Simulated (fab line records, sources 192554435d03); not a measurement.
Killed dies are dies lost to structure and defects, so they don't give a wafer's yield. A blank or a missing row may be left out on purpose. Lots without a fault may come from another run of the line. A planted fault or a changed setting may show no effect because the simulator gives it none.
fab line records | flow n5_finfet
record lots=22 wafers=66 last_day=17
route steps=1938 shown BEOL_M0_CUTY@712 BEOL_M0@734 BEOL_M1@752
lots that met no fault: from a run of the same line without faults
start_h: hours from the record's first day to the start of the lot's first wafer shown | wait_h: hours since the lot's step before | " the same as in the row above | L1.1+2: a row that stands for several wafers | - no value, or no start given | * or withheld: withheld | < > ~ a bound
route shown NAME@n: a module of which the file shows steps, and the number in the route of the first | usual: mean/standard deviation of fault-free wafers | same: alike in all rows | chamber/n: place in a boat | sites: the reading at each site | _std_site: their standard deviation | _edge_site: outer sites' mean less inner sites' | radius_mm: how far each site lies from the wafer's centre | mask NAME#n: copy n | behind: the tool/chamber that last shaped the wafer | hold: why the lot was held/for how many hours/how that ended | device: the transistor (n, p or np) that didn't switch | end of line: the same wafers' tests at the end of the route | a step without rows: its recipe alone | killed: dies lost to structure and defects at the first sort, not the wafer's yield | map: a wafer's dies, x killed, . not, _ none there
set.NAME: the setting as run; set.NAME@STEP: as run at that earlier step | model.NAME: the simulator's own value behind a step, which no gauge read
steps of the route over a sample of lots; a table a step, a row a wafer
services: from which hour (start_h, from the record's first day; less than 0 if before it) a tool's chamber was out of use, for how many hours, and why
## steps
# step N5_BEOL_M0_CUTY_ETCH_62
# recipe chemistry=CF4 target=SiARC mask_material=CAR-ArF-block time_s=58.5 ion_energy_ev=80 pressure_mtorr=40 source_w=545 bias_w=36 Ar_flow_sccm=100 cf4_flow_sccm=100 ends=cleared
# usual chamber_pressure_mTorr=40.00/0.037 drypump_motor_current_A=5.5/0.43 etch_rf_on_time_s=58.1/0.94 oes_product_au=0.70/0.081 rf_vpp_V=184.1/1.2 showerhead_plenum_p_Torr=2.15/0.061 throttle_valve_pct=15.70/0.25
# columns lot.wafer tool chamber start_h wait_h chamber_pressure_mTorr drypump_motor_current_A etch_rf_on_time_s oes_product_au rf_hours_counter_h rf_vpp_V showerhead_plenum_p_Torr throttle_valve_pct
L074.1 rie_diel-02 1 113.37 0.0 40.06 5.4 59.5 0.57 247 182.6 2.11 15.82
L074.5 " 0 " " 40.01 5.6 58.9 0.66 - 185.1 2.14 15.89
L074.6 " 3 " " 39.98 4.9 58.3 0.65 - 183.3 2.15 15.62
L075.1 rie_diel-01 1 118.55 0.0 39.93 6.1 57.4 0.68 92 183.3 2.08 15.83
L075.2 " 0 " " 39.97 5.9 58.4 0.58 247 185.2 2.20 15.88
L075.4 " 2 " " 39.98 5.6 57.6 0.84 3 185.5 2.28 15.11
L076.4 rie_diel-04 3 128.92 0.0 39.98 5.4 57.2 0.72 - 184.0 2.17 15.61
L076.5 " 2 " " 39.98 5.6 57.9 0.84 - 185.6 2.19 15.69
L076.6 " 0 " " 40.04 5.5 56.6 0.81 - 185.1 2.19 15.62
L077.1 rie_diel-01 2 130.45 0.0 39.95 5.6 58.1 0.82 6 187.0 2.27 15.10
L077.2 " 3 " " 40.03 6.2 57.0 0.72 77 185.9 2.25 15.87
L077.6 " 1 " " 40.00 6.1 57.2 0.68 - 183.5 2.08 15.83
L078.1 rie_diel-02 1 138.33 0.0 40.03 5.4 58.5 0.83 1 185.3 2.10 15.32
L078.4 " 3 " " 40.04 4.9 58.6 0.64 146 185.5 2.15 15.63
L078.6 " 3 " " 40.06 4.9 58.3 0.65 - 184.0 2.15 15.63
L080.1 rie_diel-02 0 151.73 0.0 40.02 5.6 58.8 0.64 167 182.5 2.14 15.91
L080.3 " 3 " " 39.99 4.9 58.4 0.64 150 182.1 2.15 15.62
L080.4 " 2 " " 40.05 5.0 58.7 0.61 170 183.5 2.05 15.92
L081.2 rie_diel-01 2 154.42 0.0 40.06 5.6 57.3 0.80 17 186.0 2.27 15.14
L081.4 " 1 " " 40.00 6.0 56.7 0.68 107 181.9 2.08 15.85
L081.6 " 3 " " 40.05 6.2 57.2 0.71 - 183.9 2.24 15.88
L082.2 rie_diel-04 2 159.99 0.0 40.00 5.7 57.4 0.80 12 184.3 2.18 15.72
L082.3 " 0 " " 40.01 5.5 56.9 0.79 28 184.7 2.18 15.67
L082.6 " 3 " " 39.99 5.4 56.9 0.71 - 183.9 2.17 15.65
L083.1 rie_diel-01 3 166.10 0.0 39.97 6.2 57.1 0.71 93 184.6 2.24 15.90
L083.2 " 2 " " 40.03 5.6 57.7 0.79 21 187.9 2.27 15.13
L083.6 " 3 " " 40.01 6.2 56.7 0.71 - 184.6 2.24 15.88
L084.1 rie_diel-02 0 170.65 0.0 40.06 5.6 59.5 0.64 174 183.5 2.14 15.93
L084.2 " 3 " " 40.04 4.9 58.2 0.63 157 184.5 2.15 15.66
L084.4 " 1 " " 40.03 5.4 57.9 0.80 12 184.4 2.10 15.35
L085.1 rie_diel-02 1 179.42 0.0 40.01 5.3 58.4 0.78 15 183.8 2.10 15.36
L085.2 " 0 " " 39.98 5.6 59.1 0.64 176 184.4 2.13 15.92
L085.4 " 2 " " 39.95 5.0 58.4 0.62 179 182.8 2.05 15.92
L086.1 rie_diel-04 1 190.37 0.0 39.95 4.7 60.0 0.58 235 183.6 2.12 15.93
L086.3 " 3 " " 39.96 5.4 57.3 0.70 93 184.5 2.16 15.66
L086.4 " 2 " " 40.02 5.6 58.2 0.77 22 184.2 2.18 15.73
L088.1 rie_diel-02 3 198.48 0.0 39.98 4.9 58.9 0.63 167 185.3 2.14 15.66
L088.2 " 2 " " 40.04 5.0 58.3 0.60 186 182.5 2.05 15.94
L088.3 " 0 " " 40.01 5.6 59.4 0.63 181 183.6 2.13 15.93
L089.1 rie_diel-02 1 209.44 0.0 40.03 5.4 58.3 0.77 25 183.7 2.10 15.37
L089.4 " 0 " " 40.00 5.6 58.8 0.63 185 183.1 2.13 15.95
L089.6 " 2 " " 40.01 5.0 58.2 0.61 - 182.1 2.04 15.95
L090.1 rie_diel-01 0 219.41 0.0 40.05 6.0 56.7 0.81 24 185.6 2.19 15.42
L090.2 " 1 " " 39.94 6.1 57.2 0.66 131 182.3 2.07 15.88
L090.5 " 3 " " 40.03 6.2 57.4 0.69 - 186.2 2.23 15.94
L092.1 rie_diel-01 0 223.03 0.0 39.97 5.9 57.5 0.80 25 184.9 2.19 15.42
L092.3 " 2 " " 39.96 5.6 58.2 0.76 42 184.9 2.26 15.17
L092.6 " 1 " " 40.00 6.1 58.0 0.65 - 183.7 2.07 15.92
L091.3 rie_diel-04 0 223.72 0.0 39.98 5.5 56.4 0.76 49 183.1 2.18 15.71
L091.4 " 3 " " 40.02 5.4 56.9 0.68 104 184.1 2.16 15.70
L091.6 " 1 " " 40.06 4.8 59.5 0.58 - 183.1 2.11 15.95
L093.1 rie_diel-04 1 226.73 0.0 40.04 4.7 59.9 0.57 249 184.3 2.11 15.97
L093.4 " 0 " " 39.94 5.5 56.8 0.75 51 184.4 2.18 15.69
L093.6 " 1 " " 40.00 4.7 59.3 0.58 - 183.6 2.11 15.97
L094.1 rie_diel-01 1 229.89 0.0 40.04 6.1 57.2 0.66 135 183.9 2.07 15.92
L094.2 " 3 " " 40.00 6.2 56.8 0.68 116 185.3 2.23 15.95
L094.3 " 0 " " 39.91 5.9 57.1 0.80 28 183.4 2.19 15.42
L095.2 rie_diel-02 3 240.38 0.0 40.03 4.9 58.1 0.62 181 184.3 2.14 15.70
L095.3 " 0 " " 39.95 5.6 58.8 0.63 195 183.7 2.13 15.96
L095.6 " 0 " " 40.03 5.6 58.5 0.63 - 182.6 2.13 15.96
L096.1 rie_diel-02 1 251.02 0.0 40.05 5.4 58.7 0.74 38 183.4 2.09 15.41
L096.3 " 2 " " 40.02 5.0 58.7 0.59 203 182.8 2.04 15.98
L096.5 " 0 " " 39.93 5.6 59.6 0.62 - 185.1 2.13 15.97
L097.3 rie_diel-02 2 251.30 0.0 39.99 5.0 59.1 0.60 203 182.5 2.04 15.97
L097.4 " 1 " " 39.98 5.4 59.2 0.74 39 183.5 2.09 15.41
L097.6 " 0 " " 40.02 5.6 59.7 0.62 - 183.5 2.13 15.96
# step N5_BEOL_M0_SPUTTER_116
# recipe material=Cu target_thk_a=40 temp_c=-20 chamber_pressure_pa=0.07 power_w=withheld time_s=7.37
# usual chuck_sensor_temp_C=-16.0/0.55 substrate_temp_c=-20.01/0.12 throttle_valve_pct=29.5/0.75
# columns lot.wafer tool chamber start_h wait_h chuck_sensor_temp_C substrate_temp_c throttle_valve_pct
L074.1 pvd_sputter-03 - 115.60 0.2 -15.1 -19.96 29.6
L074.5 " - " " -15.3 -20.03 29.5
L074.6 " - " " -16.1 -19.86 29.1
L075.1 pvd_sputter-03 - 122.87 0.1 -15.3 -19.74 29.4
L075.2 " - " " -15.0 -19.89 29.1
L075.4 " - " " -16.0 -20.19 29.5
L076.4 pvd_sputter-02 - 133.90 0.0 -15.6 -20.07 29.4
L076.5 " - " " -15.8 -19.98 29.4
L076.6 " - " " -16.0 -19.83 29.9
L077.1 pvd_sputter-01 - 134.01 0.1 -16.5 -19.93 29.7
L077.2 " - " " -16.2 -20.07 29.0
L077.6 " - " " -16.5 -20.08 28.3
L078.1 pvd_sputter-01 - 141.74 0.1 -16.6 -19.96 29.5
L078.4 " - " " -16.2 -20.13 28.9
L078.6 " - " " -16.2 -20.09 28.9
L080.1 pvd_sputter-02 - 154.47 0.1 -16.7 -20.01 29.0
L080.3 " - " " -15.6 -19.90 29.2
L080.4 " - " " -16.9 -20.13 29.2
L082.2 pvd_sputter-02 - 164.53 0.1 -15.9 -20.12 29.1
L082.3 " - " " -16.1 -19.99 29.6
L082.6 " - " " -15.9 -20.10 29.8
L081.2 pvd_sputter-03 - 164.91 0.4 -16.6 -20.15 30.4
L081.4 " - " " -16.0 -20.18 29.5
L081.6 " - " " -15.0 -20.01 29.2
L083.1 pvd_sputter-01 - 170.61 1.1 -16.1 -20.13 28.9
L083.2 " - " " -16.3 -19.91 31.5
L083.6 " - " " -16.4 -20.04 29.2
L084.1 pvd_sputter-02 - 175.58 0.2 -15.6 -20.05 29.7
L084.2 " - " " -15.6 -20.02 29.1
L084.4 " - " " -17.0 -19.89 29.0
L085.1 pvd_sputter-03 - 182.71 0.1 -15.0 -20.08 29.1
L085.2 " - " " -16.4 -20.02 30.3
L085.4 " - " " -15.2 -20.14 29.6
L086.1 pvd_sputter-01 - 192.55 0.1 -16.4 -19.92 29.5
L086.3 " - " " -16.4 -20.11 31.7
L086.4 " - " " -16.2 -20.12 28.9
L088.1 pvd_sputter-03 - 202.30 0.2 -16.4 -20.13 30.3
L088.2 " - " " -15.1 -19.84 28.9
L088.3 " - " " -15.1 -20.04 29.4
L089.1 pvd_sputter-03 - 215.35 0.1 -16.7 -19.73 30.4
L089.4 " - " " -15.3 -19.92 29.6
L089.6 " - " " -15.1 -19.96 29.4
L090.1 pvd_sputter-03 - 220.98 0.1 -15.4 -20.10 29.7
L090.2 " - " " -16.6 -19.94 30.3
L090.5 " - " " -16.0 -19.83 29.2
L091.3 pvd_sputter-03 - 228.79 0.1 -15.3 -20.14 29.7
L091.4 " - " " -16.3 -20.09 30.2
L091.6 " - " " -16.1 -20.03 29.2
L093.1 pvd_sputter-01 - 229.99 0.1 -16.5 -20.21 27.9
L093.4 " - " " -16.4 -20.15 29.5
L093.6 " - " " -16.0 -19.97 28.9
L092.1 pvd_sputter-01 - 230.43 0.5 -16.3 -20.10 31.3
L092.3 " - " " -16.1 -20.03 29.0
L092.6 " - " " -16.5 -20.02 27.9
L094.1 pvd_sputter-02 - 234.01 0.1 -16.8 -19.89 29.2
L094.2 " - " " -16.0 -20.11 29.6
L094.3 " - " " -15.7 -19.96 29.1
L095.2 pvd_sputter-03 - 245.08 0.1 -16.6 -20.08 30.4
L095.3 " - " " -15.3 -20.03 29.7
L095.6 " - " " -15.2 -19.98 28.9
L096.1 pvd_sputter-03 - 255.79 0.1 -15.0 -20.07 28.9
L096.3 " - " " -15.2 -20.14 29.4
L096.5 " - " " -15.2 -19.99 29.0
L097.3 pvd_sputter-02 - 256.26 0.1 -15.8 -20.04 29.3
L097.4 " - " " -16.0 -19.89 29.9
L097.6 " - " " -15.6 -19.89 29.6
# step N5_BEOL_M0_SPUTTER_132
# recipe material=Cu target_thk_a=40 temp_c=-20 chamber_pressure_pa=0.07 power_w=withheld time_s=7.37
# usual chuck_sensor_temp_C=-16.0/0.54 substrate_temp_c=-20.00/0.11 throttle_valve_pct=29.5/0.77
# columns lot.wafer tool chamber start_h wait_h chuck_sensor_temp_C substrate_temp_c throttle_valve_pct
L074.1 pvd_sputter-03 - 115.72 0.0 -15.3 -19.80 29.3
L074.5 " - " " -15.4 -19.86 29.4
L074.6 " - " " -16.1 -19.93 29.3
L075.1 pvd_sputter-03 - 122.99 0.0 -15.2 -19.89 29.4
L075.2 " - " " -15.2 -19.91 29.1
L075.4 " - " " -16.1 -19.99 29.1
L076.4 pvd_sputter-02 - 134.02 0.0 -15.7 -19.97 29.4
L076.5 " - " " -15.4 -19.77 29.3
L076.6 " - " " -16.0 -20.03 29.5
L077.1 pvd_sputter-01 - 134.13 0.0 -16.5 -20.08 29.6
L077.2 " - " " -16.2 -20.02 28.5
L077.6 " - " " -16.5 -20.08 27.7
L078.1 pvd_sputter-01 - 141.86 0.0 -16.6 -20.05 29.6
L078.4 " - " " -16.4 -20.04 28.7
L078.6 " - " " -16.3 -20.08 29.0
L080.1 pvd_sputter-02 - 154.59 0.0 -16.8 -19.99 28.9
L080.3 " - " " -15.6 -19.88 29.3
L080.4 " - " " -16.8 -19.92 28.9
L082.2 pvd_sputter-02 - 164.65 0.0 -15.5 -19.86 29.6
L082.3 " - " " -16.1 -19.97 29.9
L082.6 " - " " -16.1 -20.06 29.7
L081.2 pvd_sputter-03 - 165.03 0.0 -16.5 -19.83 30.5
L081.4 " - " " -16.1 -20.08 29.2
L081.6 " - " " -15.0 -20.00 29.0
L083.1 pvd_sputter-01 - 170.73 0.0 -16.1 -20.07 28.8
L083.2 " - " " -16.5 -19.99 31.3
L083.6 " - " " -16.5 -20.21 29.5
L084.1 pvd_sputter-02 - 175.70 0.0 -15.7 -20.25 29.6
L084.2 " - " " -15.6 -19.99 29.4
L084.4 " - " " -16.8 -19.99 29.0
L085.1 pvd_sputter-03 - 182.83 0.0 -15.2 -19.77 29.4
L085.2 " - " " -16.5 -20.14 30.3
L085.4 " - " " -15.3 -19.76 29.7
L086.1 pvd_sputter-01 - 192.67 0.0 -16.4 -19.93 29.3
L086.3 " - " " -16.5 -20.00 31.5
L086.4 " - " " -16.2 -20.01 28.6
L088.1 pvd_sputter-03 - 202.42 0.0 -16.6 -20.12 30.3
L088.2 " - " " -15.2 -19.94 29.1
L088.3 " - " " -15.2 -20.30 29.4
L089.1 pvd_sputter-03 - 215.47 0.0 -16.5 -19.92 30.2
L089.4 " - " " -15.4 -19.95 29.6
L089.6 " - " " -15.2 -19.98 29.4
L090.1 pvd_sputter-03 - 221.10 0.0 -15.3 -19.82 29.5
L090.2 " - " " -16.7 -19.87 30.1
L090.5 " - " " -16.1 -19.84 28.9
L091.3 pvd_sputter-03 - 228.91 0.0 -15.4 -20.12 29.4
L091.4 " - " " -16.3 -20.07 30.0
L091.6 " - " " -16.1 -20.23 29.2
L093.1 pvd_sputter-01 - 230.11 0.0 -16.5 -20.03 27.9
L093.4 " - " " -16.7 -19.92 29.5
L093.6 " - " " -16.1 -20.16 28.8
L092.1 pvd_sputter-01 - 230.55 0.0 -16.3 -20.10 31.6
L092.3 " - " " -16.1 -19.96 28.9
L092.6 " - " " -16.4 -19.95 28.0
L094.1 pvd_sputter-02 - 234.13 0.0 -16.8 -20.07 29.0
L094.2 " - " " -15.9 -20.18 29.7
L094.3 " - " " -15.7 -19.99 29.2
L095.2 pvd_sputter-03 - 245.20 0.0 -16.5 -20.09 30.1
L095.3 " - " " -15.2 -19.97 29.5
L095.6 " - " " -15.1 -20.04 29.1
L096.1 pvd_sputter-03 - 255.91 0.0 -15.2 -19.98 29.2
L096.3 " - " " -15.3 -20.11 29.6
L096.5 " - " " -15.1 -19.89 29.1
L097.3 pvd_sputter-02 - 256.38 0.0 -15.7 -19.94 29.3
L097.4 " - " " -16.0 -20.00 29.9
L097.6 " - " " -15.8 -19.73 30.0
# step N5_BEOL_M1_THK_MEAS_01
# recipe reads=SiOC_of_BEOL_M1_ILD_DEP_00
# usual M1_ILD_THK=79.3/0.99
# columns lot.wafer tool chamber start_h wait_h M1_ILD_THK[nm]
L074.1 film_metro-02 - 117.20 0.0 79.3
L074.5 " - " " 80.9
L074.6 " - " " 81.2
L075.1 film_metro-01 - 125.21 0.0 77.9
L075.2 " - " " 77.3
L075.4 " - " " 80.0
L076.4 film_metro-02 - 136.19 0.0 80.0
L076.5 " - " " 79.6
L076.6 " - " " 79.7
L077.1 film_metro-01 - 136.55 0.1 79.0
L077.2 " - " " 78.7
L077.6 " - " " 80.6
L078.1 film_metro-02 - 143.52 0.0 78.9
L078.4 " - " " 79.7
L078.6 " - " " 80.1
L080.1 film_metro-02 - 156.01 0.0 77.0
L080.3 " - " " 77.9
L080.4 " - " " 78.8
L082.2 film_metro-01 - 166.49 0.1 79.2
L082.3 " - " " 79.2
L082.6 " - " " 80.4
L081.2 film_metro-01 - 167.34 0.1 78.5
L081.4 " - " " 79.3
L081.6 " - " " 78.4
L083.1 film_metro-01 - 172.15 0.0 78.2
L083.2 " - " " 77.9
L083.6 " - " " 79.8
L084.1 film_metro-02 - 177.11 0.0 78.8
L084.2 " - " " 79.3
L084.4 " - " " 79.9
L085.1 film_metro-02 - 184.25 0.0 78.8
L085.2 " - " " 78.8
L085.4 " - " " 81.0
L086.1 film_metro-01 - 194.12 0.0 78.2
L086.3 " - " " 78.6
L086.4 " - " " 79.8
L088.1 film_metro-02 - 204.88 0.0 78.6
L088.2 " - " " 79.8
L088.3 " - " " 78.6
L089.1 film_metro-02 - 217.14 0.0 79.3
L089.4 " - " " 80.4
L089.6 " - " " 79.8
L090.1 film_metro-01 - 222.60 0.0 78.6
L090.2 " - " " 78.4
L090.5 " - " " 79.9
L091.3 film_metro-02 - 230.68 0.1 78.5
L091.4 " - " " 79.0
L091.6 " - " " 78.5
L093.1 film_metro-01 - 231.61 0.0 79.7
L093.4 " - " " 80.4
L093.6 " - " " 79.7
L092.1 film_metro-01 - 232.04 0.0 77.9
L092.3 " - " " 78.1
L092.6 " - " " 80.2
L094.1 film_metro-01 - 235.93 0.0 79.2
L094.2 " - " " 79.0
L094.3 " - " " 79.6
L095.2 film_metro-01 - 247.09 0.1 78.2
L095.3 " - " " 77.4
L095.6 " - " " 79.1
L096.1 film_metro-02 - 258.12 0.0 79.2
L096.3 " - " " 78.7
L096.5 " - " " 81.2
L097.3 film_metro-02 - 258.33 0.1 78.6
L097.4 " - " " 80.3
L097.6 " - " " 80.1
# step N5_BEOL_M1_PECVD_72
# recipe material=SiO2 target_thk_a=160 temp_c=400 precursor=TEOS/O2 pressure_torr=5.5 rf_w=450 teos_flow_sccm=53.8 gas=O2 flow_sccm=3000 time_s=18
# usual heater_power_w=680/69 showerhead_plenum_p_Torr=8.80/0.069 throttle_valve_pct=22.5/1
# columns lot.wafer tool chamber start_h wait_h heater_power_w showerhead_plenum_p_Torr throttle_valve_pct
L074.1 pecvd-04 2 117.24 0.0 621 8.85 22.4
L074.5 " 2 " " 612 8.87 22.6
L074.6 " 0 " " 595 8.82 23.1
L075.1 pecvd-03 2 125.25 0.0 660 8.73 21.9
L075.2 " 1 " " 741 8.78 22.1
L075.4 " 1 " " 741 8.80 22.2
L076.4 pecvd-03 1 136.24 0.1 741 8.78 22.3
L076.5 " 0 " " 648 8.89 21.7
L076.6 " 2 " " 713 8.74 21.8
L077.1 pecvd-03 1 136.59 0.0 763 8.79 22.3
L077.2 " 0 " " 690 8.90 21.5
L077.6 " 0 " " 703 8.90 21.7
L078.1 pecvd-03 0 143.55 0.0 712 8.90 21.8
L078.4 " 0 " " 709 8.89 21.6
L078.6 " 1 " " 710 8.78 22.5
L080.1 pecvd-02 1 156.04 0.0 672 8.77 21.6
L080.3 " 2 " " 721 8.77 20.7
L080.4 " 1 " " 662 8.78 21.9
L082.2 pecvd-04 1 166.53 0.0 668 8.69 24.3
L082.3 " 2 " " 724 8.85 22.5
L082.6 " 0 " " 638 8.79 23.1
L081.2 pecvd-02 2 167.38 0.0 831 8.77 20.5
L081.4 " 1 " " 706 8.74 21.8
L081.6 " 1 " " 687 8.77 21.9
L083.1 pecvd-04 0 172.19 0.0 547 8.81 22.9
L083.2 " 2 " " 719 8.87 22.4
L083.6 " 2 " " 718 8.86 22.4
L084.1 pecvd-04 1 177.15 0.0 569 8.68 24.0
L084.2 " 2 " " 648 8.87 22.5
L084.4 " 0 " " 608 8.82 22.9
L085.1 pecvd-04 0 184.29 0.0 588 8.84 22.9
L085.2 " 2 " " 732 8.87 22.5
L085.4 " 2 " " 743 8.87 22.7
L086.1 pecvd-03 2 194.15 0.0 693 8.74 22.2
L086.3 " 0 " " 698 8.89 21.8
L086.4 " 2 " " 678 8.75 22.2
L088.1 pecvd-04 0 204.92 0.0 602 8.81 23.2
L088.2 " 1 " " 579 8.71 24.2
L088.3 " 2 " " 639 8.89 22.4
L089.1 pecvd-04 1 217.17 0.0 567 8.70 24.0
L089.4 " 2 " " 721 8.89 22.5
L089.6 " 0 " " 582 8.82 23.1
L090.1 pecvd-04 1 222.64 0.0 663 8.71 24.3
L090.2 " 0 " " 611 8.82 23.1
L090.5 " 0 " " 620 8.80 22.9
L091.3 pecvd-02 0 230.71 0.0 867 8.90 22.6
L091.4 " 2 " " 740 8.77 20.2
L091.6 " 1 " " 757 8.75 21.6
L093.1 pecvd-02 0 231.65 0.0 700 8.89 22.7
L093.4 " 0 " " 692 8.87 22.3
L093.6 " 2 " " 720 8.77 20.8
L092.1 pecvd-04 2 232.08 0.0 609 8.86 22.9
L092.3 " 1 " " 682 8.70 23.8
L092.6 " 1 " " 670 8.70 24.2
L094.1 pecvd-04 2 235.96 0.0 635 8.87 22.7
L094.2 " 0 " " 622 8.80 23.2
L094.3 " 1 " " 620 8.70 24.2
L095.2 pecvd-02 2 247.13 0.0 759 8.80 20.8
L095.3 " 0 " " 701 8.91 22.5
L095.6 " 1 " " 765 8.76 21.4
L096.1 pecvd-02 1 258.16 0.0 664 8.76 21.5
L096.3 " 2 " " 716 8.75 21.0
L096.5 " 0 " " 779 8.90 22.5
L097.3 pecvd-02 2 258.36 0.0 696 8.77 20.4
L097.4 " 0 " " 817 8.90 22.8
L097.6 " 2 " " 741 8.77 20.8
# step N5_BEOL_M1_STRIP_19
# recipe chemistry=O2 power_w=400 temp_c=40 pressure_mtorr=30 rf_frequency_hz=6e+07 bias_power_w=0 overash_fraction=0.2 o2_flow_sccm=225
# usual chamber_pressure_mTorr=29.998/0.027 drypump_motor_current_A=5.5/0.5 oes_product_au=0.79/0.085 rf_vpp_V=3.6/0.48 showerhead_plenum_p_Torr=2.10/0.067 throttle_valve_pct=16.67/0.25
# same overash_fraction=0.2
# columns lot.wafer tool chamber start_h wait_h chamber_pressure_mTorr drypump_motor_current_A oes_product_au rf_hours_counter_h rf_vpp_V showerhead_plenum_p_Torr throttle_valve_pct
L074.1 rie_diel-05 1 118.52 0.1 30.031 5.6 0.71 231 3.3 1.98 17.03
L074.5 " 1 " " 29.971 5.6 0.70 - 3.2 1.98 17.02
L074.6 " 2 " " 29.966 6.0 0.70 - 4.0 2.07 16.96
L075.1 rie_diel-06 3 127.61 0.1 29.968 6.8 0.92 19 3.9 2.14 16.35
L075.2 " 2 " " 29.993 5.7 0.76 121 3.4 2.02 16.97
L075.4 " 0 " " 29.995 5.5 0.77 133 3.2 2.02 16.86
L076.4 rie_diel-03 2 138.97 0.1 29.979 4.8 0.70 243 3.4 2.06 16.57
L076.5 " 2 " " 30.005 4.8 0.70 - 3.1 2.06 16.56
L076.6 " 3 " " 29.942 5.1 0.85 - 3.6 2.12 16.49
L077.1 rie_diel-05 0 139.05 0.1 30.010 5.3 0.78 145 3.7 2.09 16.40
L077.2 " 3 " " 30.041 5.4 0.76 157 3.8 2.19 16.66
L077.6 " 1 " " 29.947 5.6 0.71 - 3.2 1.98 17.05
L078.1 rie_diel-03 2 145.65 0.1 30.024 4.8 0.70 246 3.2 2.06 16.58
L078.4 " 1 " " 29.980 5.2 0.72 190 4.0 2.16 16.67
L078.6 " 0 " " 29.968 5.3 0.72 - 4.5 2.17 16.66
L080.1 rie_diel-06 2 157.66 0.1 29.964 5.7 0.75 130 3.7 2.02 17.00
L080.3 " 3 " " 30.001 6.8 0.91 28 3.2 2.13 16.38
L080.4 " 1 " " 30.011 5.4 0.88 54 2.9 2.13 16.65
L082.2 rie_diel-06 3 169.00 0.2 29.978 6.8 0.90 32 2.9 2.13 16.39
L082.3 " 1 " " 30.013 5.3 0.88 58 4.0 2.13 16.66
L082.6 " 1 " " 29.985 5.4 0.87 - 4.1 2.13 16.66
L081.2 rie_diel-06 1 169.14 0.1 29.993 5.3 0.87 58 3.8 2.13 16.68
L081.4 " 0 " " 30.004 5.5 0.76 147 4.0 2.01 16.89
L081.6 " 3 " " 29.995 6.8 0.90 - 3.2 2.13 16.38
L083.1 rie_diel-05 3 174.18 0.2 29.989 5.4 0.75 168 3.2 2.19 16.68
L083.2 " 1 " " 30.023 5.6 0.71 246 3.3 1.97 17.07
L083.6 " 1 " " 29.994 5.6 0.70 - 3.8 1.97 17.07
L084.1 rie_diel-06 2 179.77 0.1 29.966 5.7 0.75 138 3.7 2.01 17.00
L084.2 " 3 " " 29.975 6.8 0.89 36 3.6 2.13 16.40
L084.4 " 0 " " 30.007 5.5 0.76 150 4.8 2.01 16.89
L085.1 rie_diel-03 3 186.53 0.2 30.001 5.1 0.84 95 3.5 2.11 16.53
L085.2 " 2 " " 30.028 4.8 0.96 2 2.8 2.06 16.12
L085.4 " 1 " " 30.030 5.2 0.69 205 3.9 2.16 16.69
L086.1 rie_diel-05 3 195.24 0.1 30.008 5.4 0.73 176 3.4 2.18 16.69
L086.3 " 0 " " 30.017 5.3 0.76 162 4.3 2.08 16.42
L086.4 " 2 " " 29.941 6.0 0.69 - 3.6 2.06 17.00
L088.1 rie_diel-06 1 206.09 0.1 29.992 5.3 0.86 68 3.3 2.13 16.70
L088.2 " 2 " " 30.001 5.7 0.74 147 2.7 2.01 17.04
L088.3 " 3 " " 30.019 6.8 0.87 46 3.4 2.13 16.40
L089.1 rie_diel-03 0 221.23 0.3 29.986 5.3 0.70 204 3.9 2.16 16.72
L089.4 " 0 " " 30.009 5.4 0.70 - 3.6 2.16 16.71
L089.6 " 2 " " 29.963 4.8 0.94 - 3.8 2.06 16.13
L090.1 rie_diel-06 0 223.59 0.1 29.996 5.5 0.75 164 3.1 2.01 16.92
L090.2 " 1 " " 30.038 5.3 0.85 74 2.5 2.12 16.70
L090.5 " 2 " " 29.940 5.7 0.73 - 4.0 2.01 17.04
L091.3 rie_diel-03 2 232.64 0.1 29.954 4.8 0.92 13 3.7 2.06 16.13
L091.4 " 0 " " 30.048 5.3 0.69 - 3.1 2.16 16.72
L091.6 " 2 " " 30.003 4.8 0.92 - 4.1 2.06 16.14
L093.1 rie_diel-05 0 233.17 0.1 30.025 5.3 0.75 175 4.1 2.08 16.44
L093.4 " 3 " " 29.984 5.4 0.73 - 4.3 2.18 16.72
L093.6 " 0 " " 30.033 5.3 0.75 - 3.1 2.08 16.46
L092.1 rie_diel-06 1 234.79 0.1 29.942 5.3 0.86 78 2.9 2.12 16.71
L092.3 " 2 " " 29.990 5.7 0.73 157 3.4 2.01 17.05
L092.6 " 1 " " 30.008 5.3 0.85 - 3.2 2.12 16.72
L094.1 rie_diel-03 0 237.37 0.1 29.970 5.4 0.69 211 3.8 2.16 16.73
L094.2 " 2 " " 29.961 4.8 0.91 15 2.3 2.06 16.14
L094.3 " 1 " " 29.976 5.2 0.69 222 3.1 2.15 16.71
L095.2 rie_diel-05 0 248.52 0.1 29.970 5.3 0.75 181 3.4 2.08 16.47
L095.3 " 1 " " 29.976 5.6 0.92 15 3.6 2.23 16.65
L095.6 " 1 " " 29.993 5.6 0.92 - 3.8 2.23 16.65
L096.1 rie_diel-06 3 259.94 0.1 29.983 6.8 0.84 65 3.6 2.12 16.45
L096.3 " 2 " " 30.005 5.6 0.72 165 4.3 2.00 17.07
L096.5 " 2 " " 29.993 5.7 0.73 - 3.1 2.00 17.06
L097.3 rie_diel-05 0 260.22 0.1 29.984 5.3 0.74 185 4.6 2.08 16.47
L097.4 " 1 " " 29.997 5.6 0.90 19 4.9 2.23 16.67
L097.6 " 0 " " 29.998 5.3 0.75 - 3.8 2.08 16.46
## services
# columns tool chamber start_h hours kind
rie_diel-03 - 95.11 2.8 pm
rie_diel-01 2 95.82 - clean
rie_diel-01 2 95.82 - consumable_replace:focus_ring
rie_diel-01 2 95.82 - consumable_replace:showerhead
rie_diel-01 2 95.82 15.9 scheduled_down
pecvd-03 0 103.26 4.4 repair
pvd_sputter-03 - 104.26 1.1 repair
rie_diel-01 1 105.60 1.4 repair
pecvd-03 1 109.45 10.3 repair
rie_diel-02 1 119.95 - clean
rie_diel-02 1 119.95 - consumable_replace:focus_ring
rie_diel-02 1 119.95 15.3 scheduled_down
rie_diel-02 1 119.95 15.3 vent_cycle
rie_diel-04 1 120.61 9.8 repair
pecvd-02 1 130.79 14.1 repair
pecvd-03 - 158.28 0.6 repair
rie_diel-06 3 158.92 1.5 repair
pecvd-02 0 159.04 18.5 repair
rie_diel-02 0 180.49 4.4 repair
rie_diel-03 2 208.36 12.5 repair
rie_diel-03 3 217.87 22.0 repair
pecvd-04 2 218.76 5.5 scheduled_down
rie_diel-02 - 220.78 2.3 repair
rie_diel-05 3 240.96 8.6 repair
## key
fault none
